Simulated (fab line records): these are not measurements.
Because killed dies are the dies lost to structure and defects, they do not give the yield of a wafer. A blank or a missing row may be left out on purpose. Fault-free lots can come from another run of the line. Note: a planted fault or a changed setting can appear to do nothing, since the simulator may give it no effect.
Matching of chambers | flow nandHarc | NHARC_A_CONTACT_CMP_20 on cmp-02 has 4 sister chambers
The step polishes, t overpolish 30 s, target thk 300 nm. 4 wafers are shown with their chamber, then 12 later ones without.

WAFERS WITH THEIR CHAMBER
wafer  | chamber | motorCurrentA (A)
L091.2 | 3       | 12.9
L088.2 | 0       | 11.7
L092.5 | 2       | 14.2
L092.6 | 1       | 12.1

WAFERS WITH NO CHAMBER GIVEN
wafer  | motorCurrentA (A)
L094.1 | 12.7
L094.3 | 13.7
L094.4 | 12.9
L093.1 | 11.5
L093.4 | 12.6
L093.5 | 12.3
L095.2 | 12.4
L095.3 | 14.0
L095.6 | 12.4
L097.1 | 12.8
L097.2 | 12.2
L097.4 | 13.8

THE CHAMBER EACH PASSED THROUGH
wafer  | from the rows above          | in truth
L094.1 | can't be placed: 3 or 1      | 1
L094.3 | can't be placed: 2 or 3      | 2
L094.4 | 3                            | 3
L093.1 | can't be placed: 0 or 1      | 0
L093.4 | can't be placed: 3 or 1      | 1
L093.5 | can't be placed: 1 or 3 or 0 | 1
L095.2 | can't be placed: 1 or 3 or 0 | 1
L095.3 | 2                            | 2
L095.6 | can't be placed: 1 or 3 or 0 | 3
L097.1 | 3                            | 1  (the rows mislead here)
L097.2 | can't be placed: 1 or 0      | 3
L097.4 | can't be placed: 2 or 3      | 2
Placed correctly: 2 of 12. Cannot be placed on the basis of these rows: 9; the candidates contain the true chamber in 8. Wrongly placed: 1.
How it was worked out, from the rows above alone: a wafer's distance from a chamber is the root of the sum, over the readings, of the square of ((its reading less the chamber's mean) divided by the reading's scatter). If the next closest chamber is less than 2 further off than the closest, the wafer can't be placed; otherwise it belongs to the closest. For every chamber, the mean is computed from those of its wafers that are shown. The scatter: with one shown wafer a chamber, the root of the mean of the squares of how far each hidden wafer lies from its nearest shown one.
